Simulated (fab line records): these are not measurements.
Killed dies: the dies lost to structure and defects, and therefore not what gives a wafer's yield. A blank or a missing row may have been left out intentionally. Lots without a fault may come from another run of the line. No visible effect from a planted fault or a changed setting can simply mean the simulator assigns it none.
fab line records + flow n5Finfet
record
- lots=11
- wafers=31
- lastDay=17
route steps=1938 shown SPACER0@258 SD_EPI_N@273 PASSIVATION@1936
lots that met no fault: from a run of the same line without faults
startH: hours from the record's first day to the start of the lot's first wafer shown + waitH: hours from the lot's prior step to this one + " as in the row above + L1.1+2: several wafers, shown together as one row + - no value, or no start was given + * or withheld: withheld + < > ~ a bound
route shown NAME@n: a module of which the file shows steps, and the number in the route of the first + usual: mean/standard deviation of fault-free wafers + same: alike in all rows + chamber/n: place in a boat + sites: per-site readings + _std_site: how widely they spread, as a standard deviation + _edge_site: outer sites' mean less inner sites' + radiusMm: how far each site lies from the wafer's centre + mask NAME#n: copy n + behind: the tool/chamber that last shaped the wafer + hold: why the lot went on hold/how many hours it stayed there/how the hold came to an end + device: names the non-switching transistor (n, p or np) + end of line: at the end of the route, the tests of the same wafers + where a step has no rows: the recipe by itself + killed: the dies lost at the first sort to structure and to defects; this is not the yield of the wafer + map: shows each die of a wafer: x if killed, . if not, _ if none is there
set.NAME: the setting that was run; set.NAME@STEP: the one run at that earlier step + model.NAME: the simulator's own value behind a step, which no gauge read
the route's steps for a sample of lots (tables are steps, rows are wafers)
services: when a tool's chamber went out of use (startH, in hours from the record's first day, below 0 if earlier), for how many hours, and the reason
## steps
# step N5_SPACER0_ALD_07
# recipe
- material=SiNx
- targetThkA=20
- tempC=400
- aldPrecursorFamily=SiH2I2
- aldCoReactant=N2/H2-plasma
- pressureTorr=2
# usual
- heaterPowerW=832/85
| lot.wafer | tool      | chamber | startH | waitH | heaterPowerW |
|-----------|-----------|---------|--------|-------|--------------|
| L148.1    | aldSin-02 | 0       | 52.31  | 0.0   | 707          |
| L148.4    | "         | 3       | "      | "     | 741          |
| L148.5    | "         | 1       | "      | "     | 859          |
| L150.3    | aldSin-02 | 1       | 70.15  | 0.0   | 828          |
| L150.4    | "         | 2       | "      | "     | 849          |
| L150.6    | "         | 3       | "      | "     | 743          |
| L151.1    | aldSin-03 | 0       | 75.25  | 0.0   | 839          |
| L151.3    | "         | 1       | "      | "     | 845          |
| L151.5    | "         | 0       | "      | "     | 854          |
| L154.4    | aldSin-01 | 3       | 90.40  | 0.6   | 884          |
| L154.5    | "         | 1       | "      | "     | 688          |
| L154.6    | "         | 0       | "      | "     | 888          |
| L155.2    | aldSin-02 | 0       | 95.94  | 0.3   | 744          |
| L155.3    | "         | 2       | "      | "     | 869          |
| L155.6    | "         | 0       | "      | "     | 721          |
| L156.1    | aldSin-03 | 2       | 102.33 | 0.1   | 840          |
| L156.2    | "         | 1       | "      | "     | 877          |
| L156.4    | "         | 3       | "      | "     | 1007         |
| L158.2    | aldSin-03 | 0       | 115.70 | 0.0   | 833          |
| L158.3    | "         | 2       | "      | "     | 843          |
| L159.2    | aldSin-02 | 2       | 121.03 | 0.0   | 889          |
| L159.3    | "         | 1       | "      | "     | 887          |
| L159.5    | "         | 2       | "      | "     | 881          |
| L160.2    | aldSin-01 | 1       | 128.03 | 0.2   | 679          |
| L160.3    | "         | 0       | "      | "     | 872          |
| L168.1    | aldSin-02 | 3       | 177.83 | 0.5   | 736          |
| L168.2    | "         | 2       | "      | "     | 846          |
| L168.4    | "         | 0       | "      | "     | 743          |
| L170.1    | aldSin-03 | 1       | 186.18 | 0.1   | 883          |
| L170.2    | "         | 0       | "      | "     | 830          |
| L170.5    | "         | 2       | "      | "     | 838          |
# step N5_SD_EPI_N_DESCUM_14
# recipe
- chemistry=O2
- timeS=7.9
- sourcePowerW=50
- biasPowerW=20
- pressureMtorr=20
- rfFrequencyHz=2.712e+07
- tempC=40
- resist=CAR-ArF-block
- o2FlowSccm=225
# usual
- chamberPressureMTorr=19.998/0.017
- drypumpMotorCurrentA=5.6/0.54
- oesProductAu=0.83/0.1
- rfVppV=243.2/1.3
- showerheadPlenumPTorr=2.10/0.056
- throttleValvePct=20.35/0.24
| lot.wafer | tool       | chamber | startH | waitH | chamberPressureMTorr | drypumpMotorCurrentA | oesProductAu | rfHoursCounterH | rfVppV | showerheadPlenumPTorr | throttleValvePct |
|-----------|------------|---------|--------|-------|----------------------|----------------------|--------------|-----------------|--------|-----------------------|------------------|
| L148.1    | rieDiel-04 | 3       | 53.37  | 0.0   | 19.999               | 5.5                  | 0.85         | 68              | 244.8  | 2.12                  | 20.35            |
| L148.4    | "          | 0       | "      | "     | 19.995               | 6.2                  | 0.93         | 11              | 244.3  | 2.14                  | 19.86            |
| L148.5    | "          | 1       | "      | "     | 20.008               | 5.5                  | 0.75         | -               | 244.0  | 2.09                  | 20.52            |
| L150.3    | rieDiel-02 | 2       | 71.20  | 0.0   | 20.020               | 4.9                  | 0.83         | 65              | 243.4  | 2.12                  | 20.52            |
| L150.4    | "          | 3       | "      | "     | 19.972               | 5.9                  | 0.98         | 4               | 246.7  | 2.23                  | 20.07            |
| L150.6    | "          | 2       | "      | "     | 19.991               | 5.0                  | 0.84         | -               | 243.1  | 2.12                  | 20.51            |
| L151.1    | rieDiel-06 | 1       | 76.83  | 0.6   | 19.979               | 5.3                  | 0.68         | 240             | 243.9  | 2.15                  | 20.81            |
| L151.3    | "          | 3       | "      | "     | 19.979               | 5.0                  | 0.73         | 187             | 242.8  | 2.08                  | 20.56            |
| L151.5    | "          | 1       | "      | "     | 20.026               | 5.3                  | 0.68         | -               | 244.9  | 2.15                  | 20.82            |
| L154.4    | rieDiel-02 | 0       | 91.35  | 0.0   | 19.977               | 5.0                  | 0.68         | -               | 241.3  | 1.98                  | 20.62            |
| L154.5    | "          | 3       | "      | "     | 19.985               | 5.9                  | 0.95         | -               | 245.3  | 2.23                  | 20.11            |
| L154.6    | "          | 2       | "      | "     | 20.027               | 4.9                  | 0.83         | -               | 243.3  | 2.11                  | 20.52            |
| L155.2    | rieDiel-06 | 2       | 97.00  | 0.0   | 20.029               | 6.1                  | 0.92         | 11              | 241.6  | 2.06                  | 20.32            |
| L155.3    | "          | 3       | "      | "     | 19.998               | 5.0                  | 0.74         | 193             | 242.8  | 2.08                  | 20.55            |
| L155.6    | "          | 3       | "      | "     | 20.030               | 5.0                  | 0.72         | -               | 243.1  | 2.08                  | 20.54            |
| L156.1    | rieDiel-06 | 3       | 103.38 | 0.0   | 19.993               | 5.0                  | 0.73         | 196             | 242.4  | 2.08                  | 20.56            |
| L156.2    | "          | 0       | "      | "     | 20.012               | 5.8                  | 0.73         | 176             | 242.8  | 2.07                  | 20.27            |
| L156.4    | "          | 1       | "      | "     | 19.997               | 5.3                  | 0.68         | 248             | 243.2  | 2.15                  | 20.81            |
| L158.2    | rieDiel-02 | 2       | 116.81 | 0.1   | 19.997               | 4.9                  | 0.81         | 83              | 242.2  | 2.11                  | 20.54            |
| L158.3    | "          | 1       | "      | "     | 19.984               | 6.7                  | 1.00         | 3               | 243.7  | 2.06                  | 20.24            |
| L159.2    | rieDiel-02 | 1       | 121.98 | 0.0   | 19.979               | 6.6                  | 1.00         | 5               | 242.0  | 2.06                  | 20.25            |
| L159.3    | "          | 2       | "      | "     | 19.990               | 4.9                  | 0.82         | 85              | 244.2  | 2.11                  | 20.56            |
| L159.5    | "          | 0       | "      | "     | 20.017               | 5.0                  | 0.68         | -               | 240.0  | 1.97                  | 20.65            |
| L160.2    | rieDiel-06 | 1       | 128.96 | 0.0   | 20.001               | 5.3                  | 0.97         | 0               | 243.7  | 2.15                  | 20.39            |
| L160.3    | "          | 0       | "      | "     | 19.986               | 5.8                  | 0.73         | 187             | 241.6  | 2.07                  | 20.29            |
| L168.1    | rieDiel-06 | 0       | 178.90 | 0.0   | 19.983               | 5.8                  | 0.71         | 204             | 242.3  | 2.06                  | 20.32            |
| L168.2    | "          | 3       | "      | "     | 19.999               | 5.0                  | 0.71         | 224             | 242.3  | 2.07                  | 20.61            |
| L168.4    | "          | 3       | "      | "     | 19.998               | 5.0                  | 0.71         | -               | 241.9  | 2.07                  | 20.59            |
| L170.1    | rieDiel-06 | 0       | 187.13 | 0.1   | 19.987               | 5.8                  | 0.71         | 208             | 243.3  | 2.06                  | 20.31            |
| L170.2    | "          | 3       | "      | "     | 19.970               | 5.0                  | 0.70         | 228             | 242.7  | 2.07                  | 20.59            |
| L170.5    | "          | 3       | "      | "     | 19.987               | 5.0                  | 0.71         | -               | 241.8  | 2.07                  | 20.59            |
# step N5_SD_EPI_N_SD_RECESS_17
# recipe
- chemistry=HBr/Cl2/O2
- targetDepthA=410
- maskMaterial=SOC
- timeS=23.7
- btTimeS=3
- pressureMtorr=10
- icpW=800
- biasW=112
- HBr_flow_sccm=150
- Cl2_flow_sccm=80
- O2_flow_sccm=12
# usual
- chamberPressureMTorr=10.000/0.0094
- drypumpMotorCurrentA=5.7/0.49
- oesProductAu=1.011/0.017
- throttleValvePct=37.03/0.24
# same
- btTimeS=3
| lot.wafer | tool     | chamber | startH | waitH | chamberPressureMTorr | drypumpMotorCurrentA | oesProductAu | rfHoursCounterH | throttleValvePct |
|-----------|----------|---------|--------|-------|----------------------|----------------------|--------------|-----------------|------------------|
| L148.1    | rieSi-01 | 1       | 54.05  | 0.0   | 9.998                | 6.4                  | 1.015        | 131             | 37.39            |
| L148.4    | "        | 3       | "      | "     | 10.006               | 6.4                  | 1.010        | 98              | 37.16            |
| L148.5    | "        | 2       | "      | "     | 10.010               | 6.3                  | 0.986        | -               | 37.17            |
| L150.3    | rieSi-03 | 2       | 71.90  | 0.0   | 9.996                | 5.8                  | 0.981        | 27              | 37.11            |
| L150.4    | "        | 3       | "      | "     | 9.998                | 4.8                  | 1.027        | 104             | 37.02            |
| L150.6    | "        | 2       | "      | "     | 9.989                | 5.8                  | 0.987        | -               | 37.10            |
| L151.1    | rieSi-01 | 3       | 77.52  | 0.0   | 9.993                | 6.4                  | 1.022        | 98              | 37.17            |
| L151.3    | "        | 2       | "      | "     | 9.989                | 6.3                  | 0.987        | 13              | 37.17            |
| L151.5    | "        | 2       | "      | "     | 9.997                | 6.3                  | 0.984        | -               | 37.17            |
| L154.4    | rieSi-01 | 2       | 92.02  | 0.0   | 9.992                | 6.3                  | 0.983        | 13              | 37.18            |
| L154.5    | "        | 0       | "      | "     | 10.010               | 5.4                  | 0.988        | -               | 36.60            |
| L154.6    | "        | 3       | "      | "     | 10.000               | 6.4                  | 1.026        | -               | 37.18            |
| L155.2    | rieSi-01 | 0       | 97.68  | 0.0   | 10.016               | 5.4                  | 0.991        | 98              | 36.59            |
| L155.3    | "        | 2       | "      | "     | 9.993                | 6.3                  | 0.974        | 13              | 37.16            |
| L155.6    | "        | 3       | "      | "     | 10.014               | 6.4                  | 1.017        | -               | 37.17            |
| L156.1    | rieSi-03 | 1       | 104.07 | 0.0   | 10.002               | 5.9                  | 1.001        | 103             | 36.59            |
| L156.2    | "        | 3       | "      | "     | 10.009               | 4.8                  | 1.026        | 104             | 37.01            |
| L156.4    | "        | 2       | "      | "     | 9.999                | 5.8                  | 0.990        | 27              | 37.12            |
| L158.2    | rieSi-04 | 2       | 117.49 | 0.0   | 10.000               | 5.6                  | 1.020        | 141             | 36.85            |
| L158.3    | "        | 0       | "      | "     | 10.003               | 5.2                  | 1.032        | 38              | 37.00            |
| L159.2    | rieSi-04 | 1       | 122.67 | 0.0   | 10.003               | 5.6                  | 1.024        | 50              | 36.82            |
| L159.3    | "        | 3       | "      | "     | 10.004               | 5.2                  | 1.027        | 27              | 37.31            |
| L159.5    | "        | 1       | "      | "     | 9.990                | 5.6                  | 1.032        | -               | 36.82            |
| L160.2    | rieSi-04 | 2       | 129.65 | 0.0   | 9.990                | 5.6                  | 1.010        | 142             | 36.88            |
| L160.3    | "        | 0       | "      | "     | 9.995                | 5.2                  | 1.021        | 38              | 37.01            |
| L168.1    | rieSi-04 | 2       | 179.59 | 0.0   | 10.014               | 5.6                  | 1.010        | 143             | 36.88            |
| L168.2    | "        | 1       | "      | "     | 9.996                | 5.6                  | 1.036        | 51              | 36.83            |
| L168.4    | "        | 3       | "      | "     | 10.008               | 5.2                  | 1.038        | 28              | 37.29            |
| L170.1    | rieSi-04 | 1       | 187.82 | 0.0   | 10.013               | 5.6                  | 1.028        | 51              | 36.84            |
| L170.2    | "        | 3       | "      | "     | 10.002               | 5.2                  | 1.015        | 28              | 37.30            |
| L170.5    | "        | 2       | "      | "     | 9.995                | 5.6                  | 1.017        | -               | 36.87            |
# step N5_SD_EPI_N_EPI_21
# recipe
- material=Si:P
- dopant=P
- tempC=680
- pressureTorr=255
- timeS=690
# usual
- epiGrowthTimeS=690/0
- susceptor_temp_C_max=681.8/0.67
| lot.wafer | tool        | chamber | startH | waitH | epiGrowthTimeS | susceptor_temp_C_max |
|-----------|-------------|---------|--------|-------|----------------|----------------------|
| L148.1    | epiRpcvd-02 | 0       | 55.04  | 0.1   | 690            | 681.7                |
| L148.4    | "           | 0       | "      | "     | 690            | 682.1                |
| L148.5    | "           | 0       | "      | "     | 690            | 681.5                |
| L150.3    | epiRpcvd-01 | 0       | 73.81  | 0.9   | 690            | 680.9                |
| L150.4    | "           | 0       | "      | "     | 690            | 680.8                |
| L150.6    | "           | 0       | "      | "     | 690            | 681.4                |
| L151.1    | epiRpcvd-01 | 0       | 78.68  | 0.2   | 690            | 681.7                |
| L151.3    | "           | 0       | "      | "     | 690            | 681.4                |
| L151.5    | "           | 0       | "      | "     | 690            | 681.3                |
| L154.4    | epiRpcvd-02 | 0       | 93.86  | 0.9   | 690            | 682.0                |
| L154.5    | "           | 0       | "      | "     | 690            | 681.1                |
| L154.6    | "           | 0       | "      | "     | 690            | 681.5                |
| L155.2    | epiRpcvd-03 | 0       | 98.95  | 0.4   | 690            | 682.6                |
| L155.3    | "           | 0       | "      | "     | 690            | 683.6                |
| L155.6    | "           | 0       | "      | "     | 690            | 682.9                |
| L156.1    | epiRpcvd-01 | 0       | 105.26 | 0.2   | 690            | 681.7                |
| L156.2    | "           | 0       | "      | "     | 690            | 681.7                |
| L156.4    | "           | 0       | "      | "     | 690            | 681.4                |
| L158.2    | epiRpcvd-01 | 0       | 118.76 | 0.4   | 897.02         | 681.0                |
| L158.3    | "           | 0       | "      | "     | 690            | 681.5                |
| L159.2    | epiRpcvd-01 | 0       | 124.21 | 0.5   | 897.02         | 681.6                |
| L159.3    | "           | 0       | "      | "     | 690            | 681.0                |
| L159.5    | "           | 0       | "      | "     | 897.02         | 681.4                |
| L160.2    | epiRpcvd-01 | 0       | 131.19 | 0.5   | 897.02         | 681.3                |
| L160.3    | "           | 0       | "      | "     | 690            | 681.6                |
| L168.1    | epiRpcvd-03 | 0       | 180.75 | 0.2   | 690            | 682.4                |
| L168.2    | "           | 0       | "      | "     | 690            | 682.4                |
| L168.4    | "           | 0       | "      | "     | 690            | 682.6                |
| L170.1    | epiRpcvd-02 | 0       | 188.80 | 0.1   | 690            | 682.3                |
| L170.2    | "           | 0       | "      | "     | 690            | 680.9                |
| L170.5    | "           | 0       | "      | "     | 690            | 681.5                |
# step N5_SD_EPI_N_EPI_MEAS_23
# recipe
- mode=xrd
# usual
- thkNm=59.1/1.1
| lot.wafer | tool         | chamber | startH | waitH | thkNm |
|-----------|--------------|---------|--------|-------|-------|
| L148.1    | filmMetro-02 | -       | 56.76  | 1.4   | 58.2  |
| L148.4    | "            | -       | "      | "     | 59.3  |
| L148.5    | "            | -       | "      | "     | 58.2  |
| L150.3    | filmMetro-02 | -       | 75.36  | 1.2   | 57.9  |
| L150.4    | "            | -       | "      | "     | 58.7  |
| L150.6    | "            | -       | "      | "     | 58.6  |
| L151.1    | filmMetro-01 | -       | 80.96  | 1.9   | 59.2  |
| L151.3    | "            | -       | "      | "     | 59.2  |
| L151.5    | "            | -       | "      | "     | 60.6  |
| L154.4    | filmMetro-01 | -       | 94.75  | 0.6   | 60.0  |
| L154.5    | "            | -       | "      | "     | 60.4  |
| L154.6    | "            | -       | "      | "     | 60.4  |
| L155.2    | filmMetro-02 | -       | 100.39 | 1.2   | 57.0  |
| L155.3    | "            | -       | "      | "     | 60.1  |
| L155.6    | "            | -       | "      | "     | 58.4  |
| L156.1    | filmMetro-01 | -       | 107.53 | 1.9   | 58.8  |
| L156.2    | "            | -       | "      | "     | 59.3  |
| L156.4    | "            | -       | "      | "     | 58.8  |
| L158.2    | filmMetro-01 | -       | 120.20 | 1.2   | 71.0  |
| L158.3    | "            | -       | "      | "     | 59.1  |
| L159.2    | filmMetro-01 | -       | 126.12 | 1.5   | 71.3  |
| L159.3    | "            | -       | "      | "     | 59.2  |
| L159.5    | "            | -       | "      | "     | 72.5  |
| L160.2    | filmMetro-01 | -       | 133.09 | 1.5   | 69.9  |
| L160.3    | "            | -       | "      | "     | 59.8  |
| L168.1    | filmMetro-02 | -       | 183.03 | 1.9   | 60.6  |
| L168.2    | "            | -       | "      | "     | 59.7  |
| L168.4    | "            | -       | "      | "     | 58.5  |
| L170.1    | filmMetro-02 | -       | 190.52 | 1.4   | 59.7  |
| L170.2    | "            | -       | "      | "     | 58.8  |
| L170.5    | "            | -       | "      | "     | 61.6  |
# step N5_PASSIVATION_PROBE_49
# usual
- killed_at_M0_to_M3=33/8.9
- killed_at_M4_up=15/5.4
- killedAtContacts=13/5.8
- killedAtFrontEnd=39/9.9
- killedAtOther=3.2/2.9
- killedDies=102/15
- killedOpen=68/12
- killedShort=34/7.6
# same
- grossDies=1180
- killedAtBackSide=0
| lot.wafer | tool      | chamber | startH | waitH | killed_at_M0_to_M3 | killed_at_M4_up | killedAtContacts | killedAtFrontEnd | killedAtOther | killedDies | killedOpen | killedShort |
|-----------|-----------|---------|--------|-------|--------------------|-----------------|------------------|------------------|---------------|------------|------------|-------------|
| L156.1    | prober-01 | -       | 331.56 | 0.0   | 31                 | 14              | 13               | 59               | 5             | 122        | 86         | 36          |
| L156.2    | prober-01 | -       | 331.61 | 0.1   | 26                 | 21              | 3                | 40               | 2             | 92         | 54         | 38          |
| L156.4    | prober-01 | -       | 331.71 | 0.2   | 39                 | 18              | 13               | 45               | 1             | 116        | 82         | 34          |
| L158.3    | prober-01 | -       | 336.75 | 0.1   | 29                 | 8               | 14               | 31               | 11            | 93         | 57         | 36          |
# killed by level:class
L156.1 STI_FIN_REVEAL:geometricParticle:open=15 MOL_CONTACT_COAG:geometricParticle:open=11 FIN_SAQP:geometricParticle:short=10 FIN_SAQP:geometricParticle:open=9 DUMMY_GATE:geometricParticle:open=9 BEOL_M2:geometricParticle:open=8 BEOL_M4:geometricParticle:open=8 BEOL_M3:geometricParticle:open=5
L156.2 BEOL_M4:geometricParticle:open=7 DUMMY_GATE:geometricParticle:open=6 BEOL_M0:geometricParticle:open=6 FIN_SAQP:geometricParticle:short=5 STI_FIN_REVEAL:geometricParticle:open=5 GATE_CUT:geometricParticle:short=5 FIN_SAQP:geometricParticle:open=4 FIN_CUT:geometricParticle:short=4
L156.4 BEOL_M3:geometricParticle:open=13 STI_FIN_REVEAL:geometricParticle:open=9 FIN_SAQP:geometricParticle:short=8 MOL_CONTACT_COAG:geometricParticle:open=8 BEOL_M4:geometricParticle:open=8 FIN_SAQP:geometricParticle:open=6 GATE_CUT:geometricParticle:short=5 MOL_CONTACT_COAG:geometricParticle:short=5
L158.3 FIN_SAQP:geometricParticle:short=12 MOL_CONTACT_COAG:geometricParticle:open=11 BEOL_M3:geometricParticle:open=8 PAD_METAL:geometricParticle:short=6 BEOL_M0_SAQP:geometricParticle:open=5 BEOL_M1:geometricParticle:open=5 FIN_SAQP:geometricParticle:open=4 BEOL_M0_SAQP:geometricParticle:short=4
## services
| tool        | chamber | startH | hours | kind                        |
|-------------|---------|--------|-------|-----------------------------|
| rieDiel-02  | 3       | 29.96  | 10.2  | repair                      |
| aldSin-03   | 0       | 30.98  | 4.2   | repair                      |
| rieSi-03    | -       | 32.69  | 2.8   | pm                          |
| rieDiel-06  | 2       | 42.32  | -     | clean                       |
| rieDiel-06  | 2       | 42.32  | -     | consumableReplace:focusRing |
| rieSi-03    | 0       | 51.45  | 1.3   | repair                      |
| aldSin-01   | 2       | 53.49  | 3.6   | repair                      |
| rieSi-03    | -       | 54.70  | 14.6  | pm                          |
| rieSi-04    | -       | 56.83  | 10.6  | repair                      |
| rieDiel-06  | -       | 60.80  | 0.3   | repair                      |
| epiRpcvd-02 | -       | 69.97  | 0.5   | pm                          |
| aldSin-02   | 3       | 84.38  | 4.8   | repair                      |
| aldSin-03   | -       | 87.07  | 14.0  | pm                          |
| rieDiel-04  | 1       | 107.47 | 3.4   | repair                      |
| aldSin-02   | 3       | 122.06 | 3.6   | repair                      |
| aldSin-02   | -       | 134.01 | 14.6  | pm                          |
| aldSin-03   | 1       | 141.84 | 10.6  | repair                      |
| epiRpcvd-01 | -       | 142.96 | 2.8   | pm                          |
| aldSin-03   | -       | 144.84 | 14.6  | pm                          |
| aldSin-02   | -       | 148.61 | 6.1   | pm                          |
| rieDiel-06  | -       | 153.59 | 1.2   | repair                      |
| aldSin-03   | -       | 167.85 | 0.5   | repair                      |
| rieDiel-06  | 1       | 175.24 | 16.7  | repair                      |
| aldSin-01   | -       | 178.65 | 14.0  | pm                          |
## key
firstSign
- step=N5_SD_EPI_N_EPI_21
- reading=epiGrowthTimeS
- direction=up
- sigmas=99+
- usual=*
- struck=*
effect
- step=N5_SD_EPI_N_EPI_MEAS_23
- reading=thkNm
- direction=up
- sigmas=11
- usual=*
- struck=*
metAt N5_SD_EPI_N_EPI_21
struckLots L158,L159,L160
struckWafers L158.2,L159.2,L159.5,L160.2
testerLeftOut L158,L159,L160
notActingAt N5_SPACER0_ALD_07,N5_SD_EPI_N_DESCUM_14,N5_SD_EPI_N_SD_RECESS_17
onsetBetween 105.26 118.76
fault
- kind=processParameterDrift
- tool=epiRpcvd-01
- chamber=-
- onsetH=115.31
- steps=N5_SD_EPI_N_EPI_21
- channel=epiGrowthTimeS
- offset=*
- shape=step
- endH=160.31
- scope=struckWafersOnly
- stated=*
# testerLeftOut: of these lots the tester's yield and bins aren't shown, on N5 and GAA mostly nor the transistor test; their killed dies are dies lost to structure and defects alone, not to doping, threshold or leakage, so they don't give the yield
